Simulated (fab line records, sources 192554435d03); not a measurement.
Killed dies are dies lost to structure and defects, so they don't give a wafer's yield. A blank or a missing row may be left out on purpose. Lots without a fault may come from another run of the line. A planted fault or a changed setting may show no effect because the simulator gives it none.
Split-lot experiment | flow n5_finfet | 7 lots, 21 wafers read, on a route of 1938 steps

THE SPLIT
At N5_PASSIVATION_PECVD_00 (deposits SiO2 from SiH4/N2O, target thk 200 nm, time 11.2 s), the setting time_s was moved away from the recipe's 11.2 s on 7 of the 21 wafers read, by -14.8% to +6.9%. The other wafers ran this setting at the recipe's value.

The reading is taken at the split's own step.

THE READING
SiO2_of_PASSIVATION_PECVD_00.thk_nm (the simulator's own value, which no gauge read), in nm, at N5_PASSIVATION_PECVD_00 (deposits SiO2 from SiH4/N2O, target thk 200 nm, time 11.2 s). The file gives no usual value for it. The 14 wafers here that ran the recipe average 199.9 nm, standard deviation 3.5 nm.

wafer  | tool, chamber at the split | time_s as run, s | against the recipe | SiO2_of_PASSIVATION_PECVD_00.thk_nm, nm | against lot-mates on the recipe
L074.3 | pecvd-03, 2                | 11.2             | recipe             | 193.4                                   | -
L074.4 | pecvd-03, 1                | 11.2             | recipe             | 202.6                                   | -
L074.6 | pecvd-03, 0                | 11.2             | recipe             | 202                                     | -
L076.2 | pecvd-01, 2                | 11.97            | +6.9%              | 212.8                                   | +12.7
L076.3 | pecvd-01, 1                | 11.2             | recipe             | 198.8                                   | -
L076.6 | pecvd-01, 1                | 11.2             | recipe             | 201.4                                   | -
L077.2 | pecvd-04, 1                | 11.2             | recipe             | 200.2                                   | -
L077.3 | pecvd-04, 2                | 9.547            | -14.8%             | 168.2                                   | -32.0
L077.4 | pecvd-04, 2                | 9.547            | -14.8%             | 170                                     | -30.2
L078.1 | pecvd-03, 1                | 11.2             | recipe             | 199.8                                   | -
L078.2 | pecvd-03, 2                | 9.627            | -14.0%             | 167.4                                   | -32.4
L078.5 | pecvd-03, 1                | 9.627            | -14.0%             | 173.4                                   | -26.4
L079.1 | pecvd-04, 1                | 11.91            | +6.3%              | 214.2                                   | +6.6
L079.3 | pecvd-04, 2                | 11.91            | +6.3%              | 213.6                                   | +6.0
L079.5 | pecvd-04, 0                | 11.2             | recipe             | 207.6                                   | -
L096.1 | pecvd-03, 0                | 11.2             | recipe             | 198.6                                   | -
L096.3 | pecvd-03, 2                | 11.2             | recipe             | 193.6                                   | -
L096.6 | pecvd-03, 1                | 11.2             | recipe             | 202.2                                   | -
L097.1 | pecvd-04, 1                | 11.2             | recipe             | 199.6                                   | -
L097.2 | pecvd-04, 2                | 11.2             | recipe             | 198.2                                   | -
L097.6 | pecvd-04, 1                | 11.2             | recipe             | 201.2                                   | -

THE FIT
A straight line over all 21 wafers: SiO2_of_PASSIVATION_PECVD_00.thk_nm changes by +2.09 nm for each +1% of time_s; r = +0.98; the points scatter about the line by 3.2 nm.
The same after taking each lot's own level away (the mean of its wafers on the recipe; 21 wafers): +1.95 nm for each +1%; r = +0.97; scatter 3.2 nm.
On that fit, the largest move of time_s shifts the reading by 29 nm.
The lots' own levels span 198.13 to 207.60 nm, that is 2.7 times the standard deviation above.
So the lot-to-lot level changes the slope little: the two slopes agree.
Check: with one of the wafers moved furthest among these (-14.8%) left out of the fit, the line predicts -29.2 nm for it against its lot-mates. It came out at -32 nm against them.

OTHER SPLITS ON THESE WAFERS
These wafers also went through other splits before the reading. Each is held against what the fit with the lots' levels taken away leaves over:
other split on the same wafers    | wafers away from the commonest value | r with SiO2_of_PASSIVATION_PECVD_00.thk_nm (lot level and that fit taken away)
N5_BEOL_M15_TRENCH_ETCH_34 time_s | 7                                    | +0.08

THE FILE'S OWN FIT
SiO2_of_PASSIVATION_PECVD_00.thk_nm changes by +1.99 nm for each +1% of time_s, r = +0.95.
